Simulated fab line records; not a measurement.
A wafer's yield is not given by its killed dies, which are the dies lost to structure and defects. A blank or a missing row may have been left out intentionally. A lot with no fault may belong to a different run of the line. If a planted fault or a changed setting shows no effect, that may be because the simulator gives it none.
fab line records	flow nand-harc	part 1 of 2: steps 1 to 31 of 42
record: lots: 5	wafers: 15	last-day: 33
route steps=1302 shown P_STI@102 P_GATE@110
lots untouched by any fault: they come from a run of this same line in which no faults occurred
start-h: start of the lot's first displayed wafer, in hours after the record's first day	wait-h: how many hours have passed since the lot's step before this one	" identical to the entry in the row above	L1.1+2: one row covering several wafers at once	- no value, or no start given	* or withheld: withheld	< > ~ a bound
route shown NAME@n: names a module that has steps shown in the file, with the first one's number in the route	usual: mean and standard deviation over wafers with no fault	same: alike in all rows	chamber/n: place in a boat	sites: readings site by site	_std_site: how widely they spread, as a standard deviation	_edge_site: mean of outer sites minus mean of inner sites	radius-mm: for every site, how far away it sits from the centre of the wafer	mask NAME#n: copy n	behind: the most recent tool/chamber to have shaped the wafer	hold: why the lot went on hold/how many hours it stayed there/how the hold came to an end	device: the transistor (n, p or np) that didn't switch	end of line: the route-end tests of the same wafers	step lacking rows: just its recipe	killed: dies that structure and defects cost at the first sort, which is not the same as the wafer's yield	map: the dies of a wafer, with x for killed, . for not killed, _ for no die there
set.NAME: setting as actually run; set.NAME@STEP: the setting as run at that earlier step	model.NAME: the simulator's own value behind a step, which no gauge read
lots at some steps of the route; a table a step, a row a wafer
services: the hour from which a tool's chamber was out of use, counted from the record's first day as start-h (under 0 if before that day), plus the number of hours and why
== steps ==
step: NHARC_P_STI_SRD_35
lot.wafer	tool	chamber	start-h	wait-h
L074.2+4+3	wet-bench-03	2,3,4	68.30	0.0
L076.6+2+4	wet-bench-03	7,0,1	81.76	0.0
L081.5+1+2	wet-bench-04	4,6,0	135.54	0.0
L086.5+6+4	wet-bench-05	3,4,5	182.77	0.0
L096.2+5+1	wet-bench-04	5,6,0	285.20	0.0
step: NHARC_P_STI_ETCH_36
recipe: target-depth-a: 388	chemistry: dHF	material: SiO2
lot.wafer	tool	chamber	start-h	wait-h
L074.2+4+3	wet-bench-03	2,3,4	68.32	0.0
L076.6+2+4	wet-bench-03	7,0,1	81.78	0.0
L081.5+1+2	wet-bench-04	4,6,0	135.56	0.0
L086.5+6+4	wet-bench-05	3,4,5	182.80	0.0
L096.2+5+1	wet-bench-04	5,6,0	285.22	0.0
step: NHARC_P_STI_STRIP_24
recipe: temp-c: 160	chemistry: H3PO4	material: Si3N4
lot.wafer	tool	chamber	start-h	wait-h
L074.2+4+3	wet-bench-03	2,3,4	68.34	0.0
L076.6+2+4	wet-bench-03	7,0,1	81.79	0.0
L081.5+1+2	wet-bench-04	4,6,0	135.58	0.0
L086.5+6+4	wet-bench-05	3,4,5	182.81	0.0
L096.2+5+1	wet-bench-04	5,6,0	285.24	0.0
step: NHARC_P_STI_ETCH_37
recipe: target-depth-a: 110	chemistry: dHF	material: SiO2
lot.wafer	tool	chamber	start-h	wait-h
L074.2+4+3	wet-bench-03	2,3,4	-	-
L076.6+2+4	wet-bench-03	7,0,1	-	-
L081.5+1+2	wet-bench-04	4,6,0	-	-
L086.5+6+4	wet-bench-05	3,4,5	-	-
L096.2+5+1	wet-bench-04	5,6,0	-	-
step: NHARC_P_STI_PRECLEAN_38
recipe: time-s: *	temp-c: 50	bath-age-min: 0	chemistry: SC1
same: bath-age-min: 0
lot.wafer	tool	chamber	start-h	wait-h
L074.2+4+3	wet-bench-03	2,3,4	-	-
L076.6+2+4	wet-bench-03	7,0,1	-	-
L081.5+1+2	wet-bench-04	4,6,0	-	-
L086.5+6+4	wet-bench-05	3,4,5	-	-
L096.2+5+1	wet-bench-04	5,6,0	-	-
step: NHARC_P_STI_SRD_39
lot.wafer	tool	chamber	start-h	wait-h
L074.2+4+3	wet-bench-03	2,3,4	-	-
L076.6+2+4	wet-bench-03	7,0,1	-	-
L081.5+1+2	wet-bench-04	4,6,0	-	-
L086.5+6+4	wet-bench-05	3,4,5	-	-
L096.2+5+1	wet-bench-04	5,6,0	-	-
step: NHARC_P_STI_OXIDE_40
recipe: target-thk-a: 100	temp-c: 900	ox-time-s: 1362	material: SiO2
usual: ox-temp-c: 900.1/0.4	zone-power-centre-pct: 18.2/2.2
lot.wafer	tool	chamber	start-h	wait-h	ox-temp-c	zone-power-centre-pct
L074.2	furnace-04	0	72.39	-	899.7	18.9
L074.3	"	0	"	"	900.0	18.8
L074.4	"	0	"	"	899.8	18.7
L076.2	furnace-03	0	87.37	-	899.4	15.8
L076.4	"	0	"	"	899.9	15.6
L076.6	"	0	"	"	899.7	15.6
L081.1	furnace-03	0	140.04	-	899.6	15.9
L081.2	"	0	"	"	900.0	15.8
L081.5	"	0	"	"	900.2	15.7
L086.4	furnace-08	0	188.03	-	900.5	21.5
L086.5	"	0	"	"	899.9	21.8
L086.6	"	0	"	"	900.3	21.5
L096.1	furnace-04	0	289.74	-	900.5	18.9
L096.2	"	0	"	"	899.9	18.8
L096.5	"	0	"	"	900.7	18.6
step: NHARC_P_STI_INSPECT_25
usual: raw-defect-count: 209/66
lot.wafer	tool	chamber	start-h	wait-h	raw-defect-count
L074.2	defect-inspect-02	-	76.46	0.4	166
L074.3	"	-	"	"	139
L074.4	"	-	"	"	239
L076.2	defect-inspect-02	-	91.45	0.4	194
L076.4	"	-	"	"	185
L076.6	"	-	"	"	213
L081.1	defect-inspect-01	-	144.06	0.4	232
L081.2	"	-	"	"	357
L081.5	"	-	"	"	271
L086.4	defect-inspect-01	-	192.14	0.4	234
L086.5	"	-	"	"	246
L086.6	"	-	"	"	105
L096.1	defect-inspect-01	-	293.74	0.4	153
L096.2	"	-	"	"	194
L096.5	"	-	"	"	234
step: NHARC_P_GATE_ETCH_69
recipe: target-depth-a: 140	chemistry: dHF	material: SiO2
lot.wafer	tool	chamber	start-h	wait-h
L074.3+4+2	wet-bench-09	2,3,5	76.53	0.1
L076.2+4+6	wet-bench-09	2,3,5	91.50	0.0
L081.5+2+1	wet-bench-01	5,6,1	144.13	0.1
L086.5+6+4	wet-bench-09	1,2,3	192.23	0.1
L096.1+5+2	wet-bench-01	2,4,5	293.79	0.1
step: NHARC_P_GATE_PRECLEAN_70
recipe: time-s: *	temp-c: 50	bath-age-min: 0	chemistry: SC1
same: bath-age-min: 0
lot.wafer	tool	chamber	start-h	wait-h
L074.3+4+2	wet-bench-09	2,3,5	76.61	0.1
L076.2+4+6	wet-bench-09	2,3,5	91.60	0.1
L081.5+2+1	wet-bench-01	5,6,1	144.21	0.1
L086.5+6+4	wet-bench-09	1,2,3	192.29	0.0
L096.1+5+2	wet-bench-01	2,4,5	293.89	0.1
step: NHARC_P_GATE_SRD_01
lot.wafer	tool	chamber	start-h	wait-h
L074.3+4+2	wet-bench-09	2,3,5	-	-
L076.2+4+6	wet-bench-09	2,3,5	-	-
L081.5+2+1	wet-bench-01	5,6,1	-	-
L086.5+6+4	wet-bench-09	1,2,3	-	-
L096.1+5+2	wet-bench-01	2,4,5	-	-
step: NHARC_P_GATE_OXIDE_02
recipe: target-thk-a: 375	temp-c: 950	p-h2o-torr: 720	ox-time-s: 365	material: SiO2
usual: ox-temp-c: 950.1/0.4	zone-power-centre-pct: 20.3/2.9
lot.wafer	tool	chamber	start-h	wait-h	ox-temp-c	zone-power-centre-pct
L074.2	furnace-05	0	79.96	-	950.1	23.5
L074.3	"	0	"	"	950.3	22.9
L074.4	"	0	"	"	949.5	23.3
L076.2	furnace-02	0	94.81	-	950.2	16.7
L076.4	"	0	"	"	949.8	16.9
L076.6	"	0	"	"	949.8	17.3
L081.1	furnace-01	0	147.79	-	950.3	22.2
L081.2	"	0	"	"	950.2	22.0
L081.5	"	0	"	"	949.9	22.0
L086.4	furnace-02	0	195.49	-	949.9	17.0
L086.5	"	0	"	"	949.9	17.0
L086.6	"	0	"	"	949.9	17.2
L096.1	furnace-05	0	297.23	-	949.8	23.2
L096.2	"	0	"	"	950.2	23.4
L096.5	"	0	"	"	950.3	22.7
step: NHARC_P_GATE_DEHYDRATE_03
recipe: temp-c: 150	time-s: 120
usual: exhaust-pa: 45.0/0.9	heater-power-total-W: 182.6/1.2
lot.wafer	tool	chamber	start-h	wait-h	exhaust-pa	heater-power-total-W
L074.2	litho-track-05	0	84.50	0.4	46.1	184.5
L074.3	"	0	"	"	45.6	180.6
L074.4	"	0	"	"	46.2	180.8
L076.2	litho-track-03	0	99.39	0.4	45.2	182.3
L076.4	"	0	"	"	44.4	183.3
L076.6	"	0	"	"	43.2	184.2
L081.1	litho-track-05	0	152.36	0.4	45.3	180.8
L081.2	"	0	"	"	45.9	181.1
L081.5	"	0	"	"	46.3	181.0
L086.4	litho-track-03	0	200.11	0.4	44.2	183.6
L086.5	"	0	"	"	43.9	181.1
L086.6	"	0	"	"	44.9	183.8
L096.1	litho-track-02	0	301.81	0.4	44.0	182.6
L096.2	"	0	"	"	45.1	182.3
L096.5	"	0	"	"	43.9	180.9
step: NHARC_P_GATE_HMDS_04
recipe: time-s: 30
usual: exhaust-pa: 45.0/0.84
lot.wafer	tool	chamber	start-h	wait-h	exhaust-pa
L074.2	litho-track-05	0	-	-	45.4
L074.3	"	0	"	"	46.7
L074.4	"	0	"	"	46.0
L076.2	litho-track-03	0	-	-	44.0
L076.4	"	0	"	"	44.7
L076.6	"	0	"	"	43.8
L081.1	litho-track-05	0	-	-	43.7
L081.2	"	0	"	"	44.6
L081.5	"	0	"	"	44.7
L086.4	litho-track-03	0	-	-	44.5
L086.5	"	0	"	"	45.3
L086.6	"	0	"	"	46.7
L096.1	litho-track-02	0	-	-	45.1
L096.2	"	0	"	"	44.5
L096.5	"	0	"	"	45.1
step: NHARC_P_GATE_COAT_05
recipe: spin-rpm: 4690
usual: exhaust-pa: 45.1/0.84	spin-speed-rpm: 4690.4/2.9
lot.wafer	tool	chamber	start-h	wait-h	exhaust-pa	spin-speed-rpm
L074.2	litho-track-05	0	-	-	42.9	4691.0
L074.3	"	0	"	"	44.2	4690.6
L074.4	"	0	"	"	44.5	4691.9
L076.2	litho-track-03	0	-	-	44.8	4693.3
L076.4	"	0	"	"	45.4	4694.1
L076.6	"	0	"	"	44.7	4695.2
L081.1	litho-track-05	0	-	-	45.1	4693.8
L081.2	"	0	"	"	44.4	4689.3
L081.5	"	0	"	"	44.7	4690.8
L086.4	litho-track-03	0	-	-	44.6	4689.0
L086.5	"	0	"	"	42.7	4689.9
L086.6	"	0	"	"	43.8	4689.6
L096.1	litho-track-02	0	-	-	44.7	4694.2
L096.2	"	0	"	"	44.9	4693.8
L096.5	"	0	"	"	45.1	4693.5
step: NHARC_P_GATE_SOFTBAKE_06
recipe: temp-c: 122	time-s: 95
usual: exhaust-pa: 44.9/0.85	heater-power-total-W: 160.0/0.46
lot.wafer	tool	chamber	start-h	wait-h	exhaust-pa	heater-power-total-W
L074.2	litho-track-05	0	-	-	44.3	159.3
L074.3	"	0	"	"	46.0	160.1
L074.4	"	0	"	"	45.9	160.5
L076.2	litho-track-03	0	-	-	45.4	160.4
L076.4	"	0	"	"	44.0	160.6
L076.6	"	0	"	"	44.9	160.7
L081.1	litho-track-05	0	-	-	45.8	160.0
L081.2	"	0	"	"	45.1	159.9
L081.5	"	0	"	"	46.0	159.3
L086.4	litho-track-03	0	-	-	44.2	160.0
L086.5	"	0	"	"	43.4	159.9
L086.6	"	0	"	"	44.4	159.5
L096.1	litho-track-02	0	-	-	43.3	160.0
L096.2	"	0	"	"	44.4	160.5
L096.5	"	0	"	"	44.4	160.5
step: NHARC_P_GATE_EBR_07
usual: exhaust-pa: 45.0/0.72
lot.wafer	tool	chamber	start-h	wait-h	exhaust-pa
L074.2	litho-track-05	0	-	-	45.5
L074.3	"	0	"	"	45.5
L074.4	"	0	"	"	45.9
L076.2	litho-track-03	0	-	-	45.3
L076.4	"	0	"	"	45.6
L076.6	"	0	"	"	44.9
L081.1	litho-track-05	0	-	-	45.6
L081.2	"	0	"	"	45.1
L081.5	"	0	"	"	45.1
L086.4	litho-track-03	0	-	-	44.2
L086.5	"	0	"	"	44.0
L086.6	"	0	"	"	43.9
L096.1	litho-track-02	0	-	-	45.2
L096.2	"	0	"	"	44.8
L096.5	"	0	"	"	45.0
step: NHARC_P_GATE_EXPOSE_08
recipe: na: 0.6	dose-mj: 16.75	mask-id: P_HV
lot.wafer	tool	chamber	start-h	wait-h	mask
L074.2+3+4	krf-scanner-04	0	84.77	-	P_HV#0
L076.2+4+6	krf-scanner-04	0	99.54	-	P_HV#0
L081.1+2+5	krf-scanner-02	0	152.63	-	P_HV#0
L086.4+5+6	krf-scanner-03	0	200.40	-	P_HV#0
L096.1+2+5	krf-scanner-03	0	301.95	-	P_HV#0
step: NHARC_P_GATE_PEB_09
recipe: peb-temp-c: 118	peb-time-s: 85
usual: exhaust-pa: 45.3/0.83	heater-power-total-W: 163.95/0.28
lot.wafer	tool	chamber	start-h	wait-h	exhaust-pa	heater-power-total-W
L074.2	litho-track-03	0	84.83	0.1	45.1	164.38
L074.3	"	0	"	"	45.2	164.28
L074.4	"	0	"	"	45.5	163.71
L076.2	litho-track-05	0	99.60	0.1	44.2	164.48
L076.4	"	0	"	"	45.7	164.25
L076.6	"	0	"	"	45.2	163.84
L081.1	litho-track-05	0	152.70	0.1	44.6	164.36
L081.2	"	0	"	"	44.9	164.32
L081.5	"	0	"	"	44.8	164.38
L086.4	litho-track-05	0	200.45	0.0	46.5	164.20
L086.5	"	0	"	"	45.9	164.29
L086.6	"	0	"	"	45.8	163.97
L096.1	litho-track-03	0	302.02	0.1	45.6	164.25
L096.2	"	0	"	"	45.6	163.90
L096.5	"	0	"	"	45.2	164.26
step: NHARC_P_GATE_DEVELOP_10
recipe: time-s: 70
usual: exhaust-pa: 45.2/0.91
lot.wafer	tool	chamber	start-h	wait-h	exhaust-pa
L074.2	litho-track-03	0	-	-	44.6
L074.3	"	0	"	"	45.0
L074.4	"	0	"	"	45.8
L076.2	litho-track-05	0	-	-	46.8
L076.4	"	0	"	"	45.2
L076.6	"	0	"	"	45.7
L081.1	litho-track-05	0	-	-	45.7
L081.2	"	0	"	"	45.3
L081.5	"	0	"	"	45.9
L086.4	litho-track-05	0	-	-	45.9
L086.5	"	0	"	"	44.2
L086.6	"	0	"	"	45.3
L096.1	litho-track-03	0	-	-	45.4
L096.2	"	0	"	"	46.2
L096.5	"	0	"	"	45.5
step: NHARC_P_GATE_CD_MEAS_11
recipe: target-cd-nm: 1640	landing-energy-ev: 500
usual: cd-nm: 1640.2/1.8
lot.wafer	tool	chamber	start-h	wait-h	cd-nm
L074.2	cd-sem-02	0	84.92	-	1641.5
L074.3	"	0	"	"	1641.0
L074.4	"	0	"	"	1641.5
L076.2	cd-sem-03	0	99.70	-	1641.6
L076.4	"	0	"	"	1639.2
L076.6	"	0	"	"	1639.2
L081.1	cd-sem-02	0	152.79	-	1637.2
L081.2	"	0	"	"	1639.8
L081.5	"	0	"	"	1640.4
L086.4	cd-sem-03	0	200.54	-	1642.8
L086.5	"	0	"	"	1636.5
L086.6	"	0	"	"	1641.1
L096.1	cd-sem-03	0	302.11	-	1642.0
L096.2	"	0	"	"	1641.3
L096.5	"	0	"	"	1641.9
step: NHARC_P_GATE_HARDBAKE_12
recipe: temp-c: 125	time-s: 80
usual: exhaust-pa: 44.8/1	heater-power-total-W: 184.0/0.72
lot.wafer	tool	chamber	start-h	wait-h	exhaust-pa	heater-power-total-W
L074.2	litho-track-05	0	85.01	-	47.3	183.2
L074.3	"	0	"	"	45.0	183.5
L074.4	"	0	"	"	43.3	183.5
L076.2	litho-track-05	0	99.78	-	45.2	184.4
L076.4	"	0	"	"	43.7	183.8
L076.6	"	0	"	"	44.2	183.9
L081.1	litho-track-03	0	152.87	-	44.7	183.3
L081.2	"	0	"	"	45.4	183.7
L081.5	"	0	"	"	44.2	185.0
L086.4	litho-track-03	0	200.62	-	43.4	184.6
L086.5	"	0	"	"	46.3	184.2
L086.6	"	0	"	"	46.1	185.0
L096.1	litho-track-02	0	302.19	-	43.7	183.3
L096.2	"	0	"	"	45.8	182.8
L096.5	"	0	"	"	44.1	183.2
step: NHARC_P_GATE_DESCUM_13
recipe: time-s: 3	o2-flow-sccm: 200	ar-flow-sccm: 0	bias-power-w: 0	chemistry: O2
usual: drypump-motor-current-A: 5.7/0.41	oes-product-au: 1.003/0.013	rf-vpp-V: 57.9/0.94	showerhead-plenum-p-Torr: 1.94/0.096	throttle-valve-pct: 11.312/0.0087
same: bias-power-w: 0
lot.wafer	tool	chamber	start-h	wait-h	drypump-motor-current-A	oes-product-au	rf-hours-counter-h	rf-vpp-V	showerhead-plenum-p-Torr	throttle-valve-pct
L074.3	rie-diel-08	3	85.09	-	5.7	1.008	2.7	58.8	2.04	11.309
L074.2	"	0	"	"	5.9	0.998	3.2	56.2	1.78	11.308
L074.4	"	2	"	"	5.3	1.004	3.0	56.9	1.94	11.315
L076.2	rie-diel-08	1	99.87	-	6.1	0.997	3.9	57.7	1.95	11.319
L076.6	"	0	"	"	5.9	1.003	-	57.3	1.78	11.313
L076.4	"	1	"	"	6.1	0.988	-	57.5	1.95	11.314
L081.2	rie-diel-08	3	152.96	-	5.7	1.020	7.2	57.9	2.04	11.310
L081.1	"	1	"	"	6.1	1.004	8.4	58.9	1.95	11.302
L081.5	"	2	"	"	5.3	1.033	-	57.3	1.94	11.325
L086.4	rie-diel-13	0	200.73	-	5.7	0.985	1.2	57.5	2.04	11.322
L086.5	"	1	"	"	5.8	0.974	-	57.7	1.83	11.316
L086.6	"	2	"	"	5.2	0.985	-	57.5	2.06	11.297
L096.1	rie-diel-08	0	302.27	-	5.9	0.997	6.0	57.4	1.78	11.314
L096.2	"	2	"	"	5.3	0.998	4.8	59.2	1.94	11.332
L096.5	"	0	"	"	5.9	1.013	-	58.5	1.78	11.317
step: NHARC_P_GATE_ETCH_14
recipe: target-depth-a: 488	chemistry: dHF	material: SiO2
lot.wafer	tool	chamber	start-h	wait-h
L074.4+2+3	wet-bench-01	7,0,3	85.24	0.1
L076.2+6+4	wet-bench-09	2,3,6	100.02	0.1
L081.5+1+2	wet-bench-01	1,2,4	153.10	0.1
L086.6+5+4	wet-bench-01	3,5,0	200.83	0.1
L096.2+1+5	wet-bench-01	0,1,3	302.43	0.1
step: NHARC_P_GATE_STRIP_15
recipe: time-s: 780	temp-c: 130	chemistry: SPM
lot.wafer	tool	chamber	start-h	wait-h
L074.4+2+3	wet-bench-01	7,0,3	85.28	0.0
L076.2+6+4	wet-bench-09	2,3,6	100.06	0.0
L081.5+1+2	wet-bench-01	1,2,4	153.14	0.0
L086.6+5+4	wet-bench-01	3,5,0	200.88	0.0
L096.2+1+5	wet-bench-01	0,1,3	302.47	0.0
step: NHARC_P_GATE_PRECLEAN_71
recipe: time-s: *	temp-c: 50	bath-age-min: 0	chemistry: SC1
same: bath-age-min: 0
lot.wafer	tool	chamber	start-h	wait-h
L074.4+2+3	wet-bench-01	7,0,3	-	-
L076.2+6+4	wet-bench-09	2,3,6	-	-
L081.5+1+2	wet-bench-01	1,2,4	-	-
L086.6+5+4	wet-bench-01	3,5,0	-	-
L096.2+1+5	wet-bench-01	0,1,3	-	-
step: NHARC_P_GATE_SRD_72
lot.wafer	tool	chamber	start-h	wait-h
L074.4+2+3	wet-bench-01	7,0,3	-	-
L076.2+6+4	wet-bench-09	2,3,6	-	-
L081.5+1+2	wet-bench-01	1,2,4	-	-
L086.6+5+4	wet-bench-01	3,5,0	-	-
L096.2+1+5	wet-bench-01	0,1,3	-	-
step: NHARC_P_GATE_OXIDE_16
recipe: target-thk-a: 30	temp-c: 875	ox-time-s: 392	material: SiO2
usual: ox-temp-c: 875.0/0.4	zone-power-centre-pct: 16.7/2.4
lot.wafer	tool	chamber	start-h	wait-h	ox-temp-c	zone-power-centre-pct
L074.2	furnace-05	0	91.31	-	875.5	19.4
L074.3	"	0	"	"	875.6	19.3
L074.4	"	0	"	"	875.0	19.5
L076.2	furnace-02	0	103.49	-	874.5	14.2
L076.4	"	0	"	"	874.8	14.4
L076.6	"	0	"	"	875.3	14.4
L081.1	furnace-01	0	156.93	-	874.9	18.3
L081.2	"	0	"	"	875.7	18.6
L081.5	"	0	"	"	874.7	18.4
L086.4	furnace-05	0	204.44	-	874.7	19.6
L086.5	"	0	"	"	874.7	19.2
L086.6	"	0	"	"	874.6	19.1
L096.1	furnace-02	0	305.89	-	875.6	14.3
L096.2	"	0	"	"	875.0	14.5
L096.5	"	0	"	"	874.9	13.9
step: NHARC_P_GATE_CVD_17
recipe: target-thk-a: 1500	temp-c: 620	time-s: 900	material: poly-Si
usual: zone-power-centre-pct: 9.4/0.42
lot.wafer	tool	chamber	start-h	wait-h	zone-power-centre-pct
L074.2	lpcvd-poly-01	0	97.47	2.6	8.8
L074.3	"	0	"	"	8.9
L074.4	"	0	"	"	9.1
L076.2	lpcvd-poly-01	0	109.67	2.6	9.0
L076.4	"	0	"	"	9.0
L076.6	"	0	"	"	9.0
L081.1	lpcvd-poly-02	0	162.97	2.5	9.6
L081.2	"	0	"	"	9.6
L081.5	"	0	"	"	9.5
L086.4	lpcvd-poly-03	0	210.66	2.7	10.2
L086.5	"	0	"	"	10.2
L086.6	"	0	"	"	10.0
L096.1	lpcvd-poly-02	0	311.90	2.5	9.5
L096.2	"	0	"	"	9.3
L096.5	"	0	"	"	9.6
step: NHARC_P_GATE_HM_DEP_102
recipe: target-thk-a: 1200	temp-c: 400	material: aC
usual: throttle-valve-pct: 34.998/0.0091
lot.wafer	tool	chamber	start-h	wait-h	throttle-valve-pct
L074.2	acl-dep-03	0	100.18	0.5	34.992
L074.3	"	0	"	"	35.002
L074.4	"	0	"	"	34.987
L076.2	acl-dep-01	0	113.45	1.5	35.009
L076.4	"	0	"	"	34.991
L076.6	"	0	"	"	35.005
L081.1	acl-dep-03	0	165.58	0.4	35.002
L081.2	"	0	"	"	35.008
L081.5	"	0	"	"	34.993
L086.4	acl-dep-02	0	213.58	0.7	35.009
L086.5	"	0	"	"	34.991
L086.6	"	0	"	"	34.989
L096.1	acl-dep-02	0	317.15	3.0	34.994
L096.2	"	0	"	"	34.993
L096.5	"	0	"	"	34.996
step: NHARC_P_GATE_DEP_103
recipe: target-thk-a: 300	target-thk-nm: 30	temp-c: 400	flow-sccm: 200	rf-w: 350	material: SiON
usual: heater-power-w: 740/90
lot.wafer	tool	chamber	start-h	wait-h	heater-power-w
L074.2	pecvd-02	0	100.74	0.5	670
L074.3	"	1	"	"	686
L074.4	"	0	"	"	690
L076.2	pecvd-04	1	114.00	0.4	765
L076.6	"	1	"	"	749
L076.4	"	0	"	"	805
L081.1	pecvd-04	0	166.25	0.6	830
L081.2	"	2	"	"	802
L081.5	"	2	"	"	779
L086.5	pecvd-03	0	214.00	0.2	791
L086.6	"	1	"	"	612
L086.4	"	2	"	"	827
L096.2	pecvd-02	2	317.83	0.5	633
L096.1	"	0	"	"	594
L096.5	"	2	"	"	668
